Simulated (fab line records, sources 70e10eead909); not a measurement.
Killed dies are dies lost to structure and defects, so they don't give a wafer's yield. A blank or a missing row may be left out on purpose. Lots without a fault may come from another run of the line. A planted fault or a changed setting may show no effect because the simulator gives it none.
Problem report in the 8D (eight disciplines) form, filled by code | flow nand_harc | the parts of the form that need people (team, actions taken, sign-off) are left out

1. THE PROBLEM
raw_defect_count at NHARC_A_SGD_CUT_INSPECT_25 reads a mean of 1059 on 6 wafers of 2 lots; wafers without a fault read 381 with a standard deviation of 87. That is +7.8 standard deviations from the usual mean.
First seen on wafer L581.1, day 24 02:20, on defect_inspect-01. The record holds 39 wafers of 13 lots with a number at this step. Rule for "out", or "out of limits": more than 4 standard deviations from the usual mean. The other wafers with a number count as sound.

2. WHAT IT IS AND WHAT IT IS NOT
question                    | is                                   | is not
which readings at this step | raw_defect_count                     | -
which lots                  | L581, L582                           | L572, L573, L584, L585, L586, L587, L588, L589, L590, L591, L592
which wafers of those lots  | all that have a number               | -
read on which gauges        | defect_inspect-01, defect_inspect-02 | -
when                        | from day 24 02:20                    | up to then (6 sound wafers); but 27 sound wafers of L584, L585, L586, L587, L588, L589, L590, L591, L592 came after

3. SUSPECTS, AND WHAT RULES EACH OUT
Counting: a tool at a process step up to the reading stays a suspect if it ran every lot that is out and no sound lot after the first of them.
- the gauge at NHARC_A_SGD_CUT_INSPECT_25: ruled out. The wafers that are out were read on 2 gauges (defect_inspect-01, defect_inspect-02).
- wet_bench-04 at NHARC_A_SGD_CUT_ETCH_26 (etches SiO2 in dHF, target depth 45.8 nm): ruled out as a lasting fault. Sound lots L588, L589, L591 ran on it after its first lot that is out, L581 (day 24 01:55).
Left after counting: nothing in the record.

4. THE CAUSE (what the simulator had put in)
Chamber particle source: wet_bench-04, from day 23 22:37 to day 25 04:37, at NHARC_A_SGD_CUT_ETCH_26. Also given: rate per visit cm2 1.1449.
Counting ruled it out, wrongly: the rule takes a fault to strike every lot that its tool runs from its start on, and this one did not.

5. THE CHAIN OF EFFECTS, in route order
Each row: a reading whose mean over the struck wafers that have a number lies more than 3 standard deviations from the usual. Only readings for which the record gives a usual standard deviation are gone through. hours: the time from each lot's start at the first step in this table that gives one to its start at this step, as a median over the lots. sigmas: the change in usual standard deviations.
hours | step                       | reading          | usual | on struck wafers | change | sigmas
0     | NHARC_A_SGD_CUT_INSPECT_25 | raw_defect_count | 381   | 1059             | +678   | +7.8
136   | NHARC_END_SORT_01          | killed_at_array  | 59    | 154              | +95    | +4.5
136   | NHARC_END_SORT_01          | killed_dies      | 64    | 159              | +95    | +4.5

6. WHAT WOULD HAVE CAUGHT IT SOONER
In this record the first reading out of limits at a measuring or inspecting step was taken at day 24 02:20, 4 hours after the fault began at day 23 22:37.
